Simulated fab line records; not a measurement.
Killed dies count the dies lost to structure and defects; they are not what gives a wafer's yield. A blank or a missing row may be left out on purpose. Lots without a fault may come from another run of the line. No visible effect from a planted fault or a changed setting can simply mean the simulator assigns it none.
fab line records	flow nandHarc	part 1 of 2: steps 1 to 25 of 33
[record] lots = 5	wafers = 15	lastDay = 34
route steps=1302 shown A_STAIRCASE@872 A_SGD_CUT@890
lots that met no fault: taken from a fault-free run of the same line
startH: hours from the record's first day to the start of the lot's first wafer shown	waitH: how many hours have passed since the lot's step before this one	" the same as in the row above	L1.1+2: a row that stands for several wafers	- no value present, or no start provided	* or withheld: withheld	< > ~ a bound
route shown NAME@n: names a module that has steps shown in the file, with the first one's number in the route	usual: mean and standard deviation over wafers with no fault	same: alike in all rows	chamber/n: place in a boat	sites: readings site by site	_std_site: their standard deviation	_edge_site: mean of outer sites minus mean of inner sites	radiusMm: how far each site lies from the wafer's centre	mask NAME#n: copy n	behind: tool/chamber where the wafer was last shaped	hold: what put the lot on hold/how long, in hours/how the hold closed	device: the n, p or np transistor that did not switch	end of line: at the end of the route, the tests of the same wafers	a step given without rows: its recipe and nothing more	killed: count of dies lost to structure and defects at first sort (not the wafer's yield)	map: shows each die of a wafer: x if killed, . if not, _ if none is there
set.NAME: the run value of the setting; set.NAME@STEP: its run value at that earlier step	model.NAME: the simulator's own value behind a step, which no gauge read
lots at some steps of the route; a table a step, a row a wafer
services: a tool's chamber out of use, with start hour (startH, from the record's first day; less than 0 if before it), hours out, and reason
[[steps]]
[step NHARC_A_STAIRCASE_STRIP_446]
[recipe] powerW = 1500	tempC = 250	chemistry = O2
[usual] drypumpMotorCurrentA = 5.9/0.47	heaterPowerW = 361/36
lot.wafer	tool	chamber	startH	waitH	drypumpMotorCurrentA	heaterPowerW	rfHoursCounterH
L077.2	plasmaAsher-02	0	462.82	0.1	5.3	396	6
L077.3	"	1	"	"	5.7	395	-
L077.6	"	1	"	"	5.7	389	-
L078.1	plasmaAsher-01	1	477.96	0.0	5.8	327	28
L078.6	"	1	"	"	5.8	321	-
L078.5	"	0	"	"	6.7	319	-
L096.2	plasmaAsher-02	1	643.41	0.1	5.7	400	5
L096.6	"	0	"	"	5.3	394	-
L096.5	"	1	"	"	5.7	409	-
L095.1	plasmaAsher-02	0	644.47	0.0	5.3	378	5
L095.2	"	1	"	"	5.7	399	5
L095.5	"	1	"	"	5.7	405	-
L097.2	plasmaAsher-01	1	685.18	0.0	5.8	317	32
L097.3	"	1	"	"	5.8	331	-
L097.6	"	0	"	"	6.6	318	-
[step NHARC_A_STAIRCASE_STRIP_447]
[recipe] timeS = 900	tempC = 130	chemistry = SPM
[same] timeS = 900
lot.wafer	tool	chamber	startH	waitH
L077.2+3+6	wetBench-06	7,0,2	463.14	0.3
L078.6+5+1	wetBench-05	2,3,4	478.31	0.1
L096.5+2+6	wetBench-02	5,7,0	643.72	0.1
L095.1+2+5	wetBench-02	1,2,3	644.84	0.3
L097.3+2+6	wetBench-05	2,3,6	685.54	0.2
[step NHARC_A_STAIRCASE_PRECLEAN_448]
[recipe] timeS = *	tempC = 50	bathAgeMin = 0	chemistry = SC1
[usual] diwFlowMLMin = 1415/4.5	sc1H2o2EndMolL = 0.3698/0.0007
[same] timeS = *
lot.wafer	tool	chamber	startH	waitH	diwFlowMLMin	sc1H2o2EndMolL
L077.2	wetBench-06	7	-	-	1419	0.3702
L077.3	"	0	"	"	1420	0.3687
L077.6	"	2	"	"	1412	0.3703
L078.6	wetBench-05	2	-	-	1418	0.3705
L078.5	"	3	"	"	1418	0.3703
L078.1	"	4	"	"	1406	0.3695
L096.5	wetBench-02	5	-	-	1420	0.3683
L096.2	"	7	"	"	1408	0.3695
L096.6	"	0	"	"	1418	0.3698
L095.1	wetBench-02	1	-	-	1417	0.3686
L095.2	"	2	"	"	1412	0.3704
L095.5	"	3	"	"	1415	0.3711
L097.3	wetBench-05	2	-	-	1407	0.3695
L097.2	"	3	"	"	1414	0.3700
L097.6	"	6	"	"	1412	0.3699
[step NHARC_A_STAIRCASE_SRD_449]
lot.wafer	tool	chamber	startH	waitH
L077.2+3+6	wetBench-06	7,0,2	-	-
L078.6+5+1	wetBench-05	2,3,4	-	-
L096.5+2+6	wetBench-02	5,7,0	-	-
L095.1+2+5	wetBench-02	1,2,3	-	-
L097.3+2+6	wetBench-05	2,3,6	-	-
[step NHARC_A_STAIRCASE_CMP_450]
[recipe] targetThkNm = 200	material = SiO2
[usual] motorCurrentA = 12.4/1.2
lot.wafer	tool	chamber	startH	waitH	motorCurrentA
L077.3	cmp-03	2	463.59	-	11.6
L077.2	"	0	"	"	14.9
L077.6	"	2	"	"	11.0
L078.1	cmp-03	0	478.80	-	14.4
L078.5	"	1	"	"	11.9
L078.6	"	2	"	"	11.4
L096.2	cmp-04	2	644.20	-	12.3
L096.6	"	3	"	"	11.5
L096.5	"	0	"	"	11.9
L095.1	cmp-02	2	645.29	-	11.6
L095.2	"	3	"	"	10.7
L095.5	"	1	"	"	11.7
L097.2	cmp-04	2	686.00	-	12.1
L097.3	"	3	"	"	12.4
L097.6	"	2	"	"	12.2
[step NHARC_A_STAIRCASE_CMP_152]
[usual] motorCurrentA = 12.4/1.1
lot.wafer	tool	chamber	startH	waitH	motorCurrentA
L077.3	cmp-03	2	463.66	0.1	11.8
L077.2	"	0	"	"	13.5
L077.6	"	2	"	"	11.5
L078.1	cmp-03	0	478.87	0.1	14.0
L078.5	"	1	"	"	11.8
L078.6	"	2	"	"	11.7
L096.2	cmp-04	2	644.27	0.1	12.6
L096.6	"	3	"	"	11.5
L096.5	"	0	"	"	11.6
L095.1	cmp-02	2	645.37	0.1	11.8
L095.2	"	3	"	"	10.5
L095.5	"	1	"	"	12.3
L097.2	cmp-04	2	686.07	0.1	12.4
L097.3	"	3	"	"	11.6
L097.6	"	2	"	"	12.5
[step NHARC_A_STAIRCASE_SRD_154]
lot.wafer	tool	chamber	startH	waitH
L077.2+3+6	wetBench-06	0,1,2	463.94	0.0
L078.6+5+1	wetBench-02	6,7,1	479.12	0.0
L096.5+6+2	wetBench-02	1,2,6	644.52	0.0
L095.1+2+5	wetBench-06	7,1,2	645.64	0.0
L097.2+3+6	wetBench-02	5,6,1	686.35	0.0
[step NHARC_A_STAIRCASE_ETCH_403]
[recipe] targetDepthA = 1082	chemistry = dHF	material = SiO2
lot.wafer	tool	chamber	startH	waitH
L077.2+3+6	wetBench-06	0,1,2	463.97	0.0
L078.6+5+1	wetBench-02	6,7,1	479.15	0.0
L096.5+6+2	wetBench-02	1,2,6	644.55	0.0
L095.1+2+5	wetBench-06	7,1,2	645.66	0.0
L097.2+3+6	wetBench-02	5,6,1	686.37	0.0
[step NHARC_A_STAIRCASE_ETCHBACK_422]
[recipe] targetDepthA = 400	overEtchFrac = 0.3	timeS = 74.286	ionEnergyEv = 120	ch3fFlowSccm = 50	o2FlowSccm = 30	arFlowSccm = 200	rfW = 500	biasW = 100	chemistry = CH3F/O2
[usual] biasW = 100.01/0.29	ch3fFlowSccm = 50.02/0.16	drypumpMotorCurrentA = 5.8/0.4	oesProductAu = 0.95/0.036	rfVppV = 243.7/1.6	showerheadPlenumPTorr = 2.42/0.091	throttleValvePct = 20.663/0.0099
[same] timeS = 74.286
lot.wafer	tool	chamber	startH	waitH	biasW	ch3fFlowSccm	drypumpMotorCurrentA	oesProductAu	rfHoursCounterH	rfVppV	showerheadPlenumPTorr	throttleValvePct
L077.2	rieDiel-08	0	464.12	0.2	100.16	50.14	5.8	0.92	30	241.5	2.28	20.644
L077.3	"	2	"	"	100.18	50.12	5.9	0.94	28	246.7	2.52	20.660
L077.6	"	0	"	"	100.00	50.02	5.8	0.91	-	241.5	2.28	20.662
L078.1	rieDiel-08	2	479.30	0.1	100.24	50.21	5.9	0.93	35	246.1	2.51	20.640
L078.6	"	2	"	"	100.34	50.26	5.9	0.93	-	244.3	2.51	20.643
L078.5	"	3	"	"	100.06	49.70	6.4	0.92	-	245.1	2.55	20.651
L096.2	rieDiel-08	2	644.79	0.2	100.02	50.24	5.9	0.98	31	245.5	2.49	20.669
L096.5	"	3	"	"	100.35	49.91	6.4	0.98	-	245.1	2.53	20.660
L096.6	"	0	"	"	99.94	50.00	5.8	1.01	-	246.2	2.65	20.648
L095.1	rieDiel-08	0	645.83	0.2	100.05	50.05	5.8	0.93	35	247.0	2.65	20.673
L095.2	"	1	"	"	99.97	50.22	5.4	0.93	33	241.9	2.34	20.676
L095.5	"	0	"	"	99.90	50.11	5.8	0.94	-	248.6	2.65	20.645
L097.3	rieDiel-07	3	686.52	0.1	100.21	49.99	4.9	1.00	7	242.3	2.31	20.672
L097.2	"	2	"	"	100.08	49.99	5.9	1.01	9	243.9	2.41	20.660
L097.6	"	0	"	"	99.96	49.86	5.8	1.01	-	243.5	2.40	20.659
[step NHARC_A_STAIRCASE_ETCH_423]
[recipe] targetDepthA = 300	chemistry = dHF	material = SiO2
lot.wafer	tool	chamber	startH	waitH
L077.6+2+3	wetBench-02	7,2,3	464.29	0.1
L078.6+1+5	wetBench-02	1,2,3	479.46	0.1
L096.2+5+6	wetBench-05	1,2,4	644.91	0.1
L095.5+1+2	wetBench-06	3,5,0	645.99	0.1
L097.3+2+6	wetBench-02	1,4,5	686.69	0.2
[step NHARC_A_STAIRCASE_ETCHBACK_157]
[recipe] targetDepthA = 900	overEtchFrac = 0.3	timeS = 167.14	ionEnergyEv = 120	ch3fFlowSccm = 50	o2FlowSccm = 30	arFlowSccm = 200	rfW = 500	biasW = 100	chemistry = CH3F/O2
[usual] biasW = 99.99/0.3	ch3fFlowSccm = 49.99/0.14	drypumpMotorCurrentA = 5.8/0.41	oesProductAu = 0.96/0.032	rfVppV = 243.8/1.4	showerheadPlenumPTorr = 2.42/0.083	throttleValvePct = 20.663/0.0092
[same] timeS = 167.14
lot.wafer	tool	chamber	startH	waitH	biasW	ch3fFlowSccm	drypumpMotorCurrentA	oesProductAu	rfHoursCounterH	rfVppV	showerheadPlenumPTorr	throttleValvePct
L077.3	rieDiel-08	3	464.49	0.1	100.21	49.83	6.4	0.96	27	246.2	2.55	20.661
L077.2	"	0	"	"	100.25	50.00	5.8	0.97	30	241.6	2.28	20.657
L077.6	"	3	"	"	100.77	49.98	6.4	0.98	-	244.8	2.55	20.671
L078.1	rieDiel-08	1	479.69	0.2	100.16	50.04	5.5	0.97	40	242.4	2.36	20.670
L078.5	"	3	"	"	99.77	49.84	6.4	0.98	-	245.7	2.55	20.661
L078.6	"	0	"	"	100.26	50.11	5.8	0.94	-	241.5	2.28	20.664
L096.2	rieDiel-07	2	645.16	0.2	100.22	49.96	5.9	0.92	50	243.8	2.42	20.655
L096.6	"	3	"	"	100.55	50.15	4.8	0.92	-	244.1	2.31	20.674
L096.5	"	0	"	"	99.77	49.99	5.8	0.92	-	244.0	2.40	20.663
L095.1	rieDiel-07	0	646.23	0.2	100.29	49.96	5.9	0.93	55	241.7	2.40	20.655
L095.2	"	2	"	"	100.05	49.95	5.9	0.93	51	245.0	2.42	20.656
L095.5	"	3	"	"	99.99	50.12	4.9	0.92	-	241.8	2.31	20.653
L097.3	rieDiel-07	0	686.91	0.2	100.18	49.94	5.8	0.99	6	241.7	2.40	20.669
L097.2	"	1	"	"	100.33	49.99	6.3	1.01	8	242.6	2.33	20.679
L097.6	"	3	"	"	100.59	49.82	4.9	0.99	-	242.3	2.31	20.673
[step NHARC_A_STAIRCASE_STRIP_475]
[recipe] timeS = 20	o2FlowSccm = 500	arFlowSccm = 0	biasW = 0	chemistry = O2
[usual] drypumpMotorCurrentA = 5.8/0.4	oesProductAu = 1.001/0.01	rfVppV = 57.7/0.91	showerheadPlenumPTorr = 3.47/0.11	throttleValvePct = 17.036/0.009
[same] biasW = 0	timeS = 20
lot.wafer	tool	chamber	startH	waitH	drypumpMotorCurrentA	oesProductAu	rfHoursCounterH	rfVppV	showerheadPlenumPTorr	throttleValvePct
L077.2	rieDiel-08	2	-	-	5.9	1.017	28	57.4	3.61	17.043
L077.3	"	0	"	"	5.8	0.994	30	57.7	3.28	17.056
L077.6	"	1	"	"	5.5	1.018	-	57.3	3.40	17.029
L078.1	rieDiel-08	1	-	-	5.5	1.016	40	58.4	3.39	17.044
L078.6	"	0	"	"	5.8	0.992	-	57.5	3.27	17.035
L078.5	"	1	"	"	5.5	1.020	-	55.8	3.39	17.043
L096.2	rieDiel-07	2	-	-	5.9	0.997	51	58.3	3.47	17.052
L096.5	"	0	"	"	5.9	1.002	-	57.4	3.45	17.045
L096.6	"	1	"	"	6.3	1.001	-	58.3	3.36	17.030
L095.2	rieDiel-07	0	-	-	5.8	0.999	55	57.0	3.44	17.035
L095.1	"	2	"	"	6.0	0.987	51	59.0	3.47	17.047
L095.5	"	1	"	"	6.3	1.005	-	56.7	3.35	17.038
L097.2	rieDiel-07	3	-	-	4.9	0.998	7	57.1	3.32	17.038
L097.3	"	0	"	"	5.8	1.003	6	57.7	3.44	17.037
L097.6	"	2	"	"	6.0	1.024	-	57.8	3.46	17.030
[step NHARC_A_STAIRCASE_DEP_471]
[recipe] targetThkA = 1000	tempC = 400	pressureTorr = 6.5	rfW = 900	teosFlowSccm = 161.4	flowSccm = 2650	targetThkNm = 100	gas = O2	material = SiO2
[usual] heaterPowerW = 608/98	throttleValvePct = 16.0/0.72
lot.wafer	tool	chamber	startH	waitH	heaterPowerW	throttleValvePct
L077.2	pecvd-02	1	464.76	-	559	14.9
L077.3	"	0	"	"	704	15.8
L077.6	"	0	"	"	712	16.1
L078.1	pecvd-02	1	479.99	-	497	14.7
L078.6	"	2	"	"	596	16.6
L078.5	"	1	"	"	509	15.2
L096.2	pecvd-02	1	645.52	-	566	14.7
L096.6	"	0	"	"	732	16.3
L096.5	"	1	"	"	578	14.8
L095.2	pecvd-04	1	646.59	-	718	14.7
L095.1	"	2	"	"	712	16.0
L095.5	"	0	"	"	592	15.8
L097.3	pecvd-04	0	687.15	-	653	15.8
L097.2	"	1	"	"	696	14.6
L097.6	"	0	"	"	642	16.1
[step NHARC_A_STAIRCASE_CMP_472]
[recipe] material = SiO2
[usual] motorCurrentA = 12.5/1.2
lot.wafer	tool	chamber	startH	waitH	motorCurrentA
L077.2	cmp-02	0	465.05	0.3	13.2
L077.3	"	1	"	"	12.5
L077.6	"	0	"	"	13.2
L078.1	cmp-03	0	480.26	0.2	13.9
L078.6	"	2	"	"	11.4
L078.5	"	3	"	"	13.3
L096.2	cmp-03	2	645.76	0.2	10.9
L096.5	"	1	"	"	11.9
L096.6	"	2	"	"	11.3
L095.2	cmp-02	2	646.91	0.3	12.0
L095.1	"	3	"	"	10.6
L095.5	"	0	"	"	13.6
L097.2	cmp-03	2	687.43	0.2	11.0
L097.3	"	0	"	"	13.8
L097.6	"	2	"	"	11.2
[step NHARC_A_STAIRCASE_SRD_474]
lot.wafer	tool	chamber	startH	waitH
L077.6+2+3	wetBench-06	4,7,0	465.29	0.0
L078.6+5+1	wetBench-02	5,6,7	480.48	0.0
L096.2+6+5	wetBench-05	5,6,7	646.01	0.0
L095.1+5+2	wetBench-06	1,2,5	647.13	0.0
L097.3+6+2	wetBench-05	1,4,5	687.69	0.0
[step NHARC_A_STAIRCASE_INSPECT_155]
[usual] rawDefectCount = 453/140
lot.wafer	tool	chamber	startH	waitH	rawDefectCount
L077.2	defectInspect-02	-	465.37	0.1	442
L077.3	"	-	"	"	334
L077.6	"	-	"	"	268
L078.1	defectInspect-01	-	480.55	0.1	386
L078.5	"	-	"	"	432
L078.6	"	-	"	"	536
L096.2	defectInspect-01	-	646.09	0.1	288
L096.5	"	-	"	"	375
L096.6	"	-	"	"	287
L095.1	defectInspect-01	-	647.20	0.1	523
L095.2	"	-	"	"	551
L095.5	"	-	"	"	598
L097.2	defectInspect-02	-	687.77	0.1	525
L097.3	"	-	"	"	484
L097.6	"	-	"	"	594
[step NHARC_A_SGD_CUT_DEP_00]
[recipe] targetThkA = 500	tempC = 400	targetThkNm = 50	flowSccm = 200	rfW = 450	material = SiNx
[usual] heaterPowerW = 714/78
lot.wafer	tool	chamber	startH	waitH	heaterPowerW
L077.2	pecvd-03	2	465.64	0.3	707
L077.3	"	0	"	"	724
L077.6	"	0	"	"	724
L078.1	pecvd-01	1	480.68	0.1	745
L078.5	"	2	"	"	607
L078.6	"	0	"	"	783
L096.2	pecvd-02	2	646.18	0.1	651
L096.6	"	2	"	"	663
L096.5	"	0	"	"	849
L095.2	pecvd-01	0	647.27	0.1	857
L095.1	"	2	"	"	564
L095.5	"	0	"	"	853
L097.2	pecvd-02	0	687.87	0.1	786
L097.3	"	1	"	"	740
L097.6	"	0	"	"	772
[step NHARC_A_SGD_CUT_DEHYDRATE_01]
[recipe] tempC = 150	timeS = 120
[usual] exhaustPa = 45.0/0.8
[same] timeS = 120
lot.wafer	tool	chamber	startH	waitH	exhaustPa
L077.2	lithoTrack-06	0	465.89	0.2	46.0
L077.3	"	0	"	"	45.6
L077.6	"	0	"	"	45.3
L078.1	lithoTrack-06	0	480.89	0.2	44.9
L078.5	"	0	"	"	44.2
L078.6	"	0	"	"	44.0
L096.2	lithoTrack-04	0	646.42	0.2	45.2
L096.5	"	0	"	"	44.7
L096.6	"	0	"	"	44.8
L095.1	lithoTrack-06	0	647.55	0.2	45.9
L095.2	"	0	"	"	45.2
L095.5	"	0	"	"	44.8
L097.2	lithoTrack-04	0	688.11	0.2	46.5
L097.3	"	0	"	"	45.4
L097.6	"	0	"	"	45.2
[step NHARC_A_SGD_CUT_HMDS_02]
[recipe] timeS = 30
[usual] exhaustPa = 45.0/0.87
[same] timeS = 30
lot.wafer	tool	chamber	startH	waitH	exhaustPa
L077.2	lithoTrack-06	0	-	-	45.9
L077.3	"	0	"	"	44.9
L077.6	"	0	"	"	46.0
L078.1	lithoTrack-06	0	-	-	44.4
L078.5	"	0	"	"	43.7
L078.6	"	0	"	"	45.9
L096.2	lithoTrack-04	0	-	-	44.7
L096.5	"	0	"	"	45.5
L096.6	"	0	"	"	46.3
L095.1	lithoTrack-06	0	-	-	45.1
L095.2	"	0	"	"	44.6
L095.5	"	0	"	"	44.7
L097.2	lithoTrack-04	0	-	-	43.6
L097.3	"	0	"	"	44.0
L097.6	"	0	"	"	44.6
[step NHARC_A_SGD_CUT_COAT_56]
[recipe] tempC = 260	timeS = 75
[usual] exhaustPa = 44.7/0.99
[same] timeS = 75
lot.wafer	tool	chamber	startH	waitH	exhaustPa
L077.2	lithoTrack-06	0	-	-	45.2
L077.3	"	0	"	"	45.6
L077.6	"	0	"	"	44.9
L078.1	lithoTrack-06	0	-	-	43.8
L078.5	"	0	"	"	45.0
L078.6	"	0	"	"	44.7
L096.2	lithoTrack-04	0	-	-	44.1
L096.5	"	0	"	"	46.2
L096.6	"	0	"	"	46.1
L095.1	lithoTrack-06	0	-	-	44.6
L095.2	"	0	"	"	43.8
L095.5	"	0	"	"	44.3
L097.2	lithoTrack-04	0	-	-	45.9
L097.3	"	0	"	"	45.3
L097.6	"	0	"	"	44.3
[step NHARC_A_SGD_CUT_COAT_57]
[recipe] tempC = 225	timeS = 65
[usual] exhaustPa = 44.8/0.78
[same] timeS = 65
lot.wafer	tool	chamber	startH	waitH	exhaustPa
L077.2	lithoTrack-06	0	-	-	43.0
L077.3	"	0	"	"	43.9
L077.6	"	0	"	"	43.8
L078.1	lithoTrack-06	0	-	-	46.3
L078.5	"	0	"	"	44.9
L078.6	"	0	"	"	44.0
L096.2	lithoTrack-04	0	-	-	44.7
L096.5	"	0	"	"	44.6
L096.6	"	0	"	"	44.5
L095.1	lithoTrack-06	0	-	-	45.7
L095.2	"	0	"	"	44.7
L095.5	"	0	"	"	45.0
L097.2	lithoTrack-04	0	-	-	44.6
L097.3	"	0	"	"	44.4
L097.6	"	0	"	"	45.1
[step NHARC_A_SGD_CUT_COAT_03]
[recipe] spinRpm = 1500	resistThkNm = 90
[usual] exhaustPa = 45.0/0.86
lot.wafer	tool	chamber	startH	waitH	exhaustPa
L077.2	lithoTrack-06	0	-	-	46.0
L077.3	"	0	"	"	45.0
L077.6	"	0	"	"	46.3
L078.1	lithoTrack-06	0	-	-	44.6
L078.5	"	0	"	"	44.4
L078.6	"	0	"	"	46.0
L096.2	lithoTrack-04	0	-	-	45.5
L096.5	"	0	"	"	44.3
L096.6	"	0	"	"	46.0
L095.1	lithoTrack-06	0	-	-	43.8
L095.2	"	0	"	"	45.2
L095.5	"	0	"	"	44.3
L097.2	lithoTrack-04	0	-	-	44.8
L097.3	"	0	"	"	46.2
L097.6	"	0	"	"	46.9
[step NHARC_A_SGD_CUT_SOFTBAKE_04]
[recipe] tempC = 105	timeS = 55
[usual] exhaustPa = 45.3/0.97
[same] timeS = 55
lot.wafer	tool	chamber	startH	waitH	exhaustPa
L077.2	lithoTrack-06	0	-	-	45.6
L077.3	"	0	"	"	46.4
L077.6	"	0	"	"	46.3
L078.1	lithoTrack-06	0	-	-	45.2
L078.5	"	0	"	"	43.8
L078.6	"	0	"	"	44.6
L096.2	lithoTrack-04	0	-	-	47.5
L096.5	"	0	"	"	44.5
L096.6	"	0	"	"	46.7
L095.1	lithoTrack-06	0	-	-	44.6
L095.2	"	0	"	"	45.7
L095.5	"	0	"	"	45.4
L097.2	lithoTrack-04	0	-	-	43.3
L097.3	"	0	"	"	45.3
L097.6	"	0	"	"	44.2
[step NHARC_A_SGD_CUT_EBR_05]
[usual] exhaustPa = 45.0/0.92
lot.wafer	tool	chamber	startH	waitH	exhaustPa
L077.2	lithoTrack-06	0	-	-	43.4
L077.3	"	0	"	"	44.1
L077.6	"	0	"	"	44.0
L078.1	lithoTrack-06	0	-	-	43.3
L078.5	"	0	"	"	45.4
L078.6	"	0	"	"	46.0
L096.2	lithoTrack-04	0	-	-	45.9
L096.5	"	0	"	"	46.2
L096.6	"	0	"	"	46.7
L095.1	lithoTrack-06	0	-	-	47.0
L095.2	"	0	"	"	46.1
L095.5	"	0	"	"	46.7
L097.2	lithoTrack-04	0	-	-	45.3
L097.3	"	0	"	"	46.0
L097.6	"	0	"	"	45.6
[step NHARC_A_SGD_CUT_EXPOSE_06]
[recipe] na = 1.35	doseMj = 85.59	maskId = SGD
lot.wafer	tool	chamber	startH	waitH	mask
L077.2+3+6	arfiScanner-03	0	466.20	-	SGD#0
L078.1+5+6	arfiScanner-03	0	481.20	-	SGD#0
L096.2+5+6	arfiScanner-01	0	646.74	-	SGD#0
L095.1+2+5	arfiScanner-03	0	647.86	-	SGD#0
L097.2+3+6	arfiScanner-01	0	688.43	-	SGD#0
